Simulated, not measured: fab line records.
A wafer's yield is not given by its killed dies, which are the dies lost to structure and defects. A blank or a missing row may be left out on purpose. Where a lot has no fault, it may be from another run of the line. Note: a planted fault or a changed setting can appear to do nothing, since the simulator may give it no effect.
A struck lot beside a sound one | flow nand-harc | 14 steps out of a route of 1159
Sound: these wafers, L725.1, L725.2, L725.6. Struck: wafer L737.4. (L737.2, L737.6 of the same lot were not struck and are left out.) The cause comes at the end.
Each step with rows lists, per side, the tool, then ch with its chambers, then its first start. Under that, the readings that differ: sound wafers | struck wafers | difference of the means | sigmas: that difference in standard deviations of wafers without a fault.
alike: words and numbers the same on both sides, and readings whose means are apart by under 2 such deviations; not compared: readings that were withheld, readings missing a value for some wafer, numbers with overlapping values and no deviation given by the record, and bounds like >300 which may hide the same value.
A row with sigmas, a row that says differs or no value, or rows on one side alone: a step with any of these is where the two part. When numbers do not overlap yet have no deviation, they are printed without sigmas and do not part them. A reading that every wafer of one side lacks parts them only if that side has two wafers or more.

NHARC_P_BONDPAD_INSPECT_23:
  struck on defect-inspect-01, day 12 03:34; sound on defect-inspect-02, day 8 18:57
  alike: raw-defect-count
NHARC_P_BONDPAD_ACTIVATE_29: chemistry N2, time 60 s.
  sound on rie-diel-06 ch 0,2, day 8 19:01; struck on rie-diel-12 ch 0, day 12 03:38
  alike: drypump-motor-current-A, mfc-ar-sccm, oes-product-au, rf-vpp-V, showerhead-plenum-p-Torr
  not compared: rf-hours-counter-h
then, 2 steps without rows for these wafers: NHARC_P_BONDPAD_PRECLEAN_30 (cleans in DIW, time 300 s); NHARC_P_BONDPAD_SRD_31 (time 30 s, dry time 20 s).
NHARC_A_START_INSPECT_01:
  struck on defect-inspect-01, day 12 04:01; sound on defect-inspect-02, day 8 19:26
  alike: raw-defect-count
then, 6 steps without rows for these wafers: NHARC_A_ZERO_WELL_PRECLEAN_00 (cleans in SPM, time 600 s); NHARC_A_ZERO_WELL_SRD_01; NHARC_A_ZERO_WELL_DEHYDRATE_02 (time 120 s); NHARC_A_ZERO_WELL_HMDS_03 (time 30 s); NHARC_A_ZERO_WELL_COAT_18 (time 65 s); NHARC_A_ZERO_WELL_COAT_04 (resist thk 600 nm).
NHARC_A_ZERO_WELL_SOFTBAKE_05: time 70 s.
  sound on litho-track-05 ch 0, day 8 19:00; struck on litho-track-07 ch 0, day 12 04:00
  reading                  | sound             | struck | difference | sigmas
  heater-power-total-W (W) | 200.4 199.9 199.1 | 234.9  | +35.1      | +27
  alike: chill-plate-temp-C, exhaust-pa
  not compared: plate-temp-C
following that, these wafers have no rows for 1 step: NHARC_A_ZERO_WELL_EBR_06.
NHARC_END_SORT_01:
  the record has rows for the sound wafers here (prober-01 ch 0, day 21 20:16) and none for the struck ones

## WHERE THEY PART
First at NHARC_A_ZERO_WELL_SOFTBAKE_05; last, within this record, at NHARC_END_SORT_01.

WHY: what had been put in by the simulator
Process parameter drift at NHARC_A_ZERO_WELL_SOFTBAKE_05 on litho-track-07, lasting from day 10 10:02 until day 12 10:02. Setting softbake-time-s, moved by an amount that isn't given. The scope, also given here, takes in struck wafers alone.
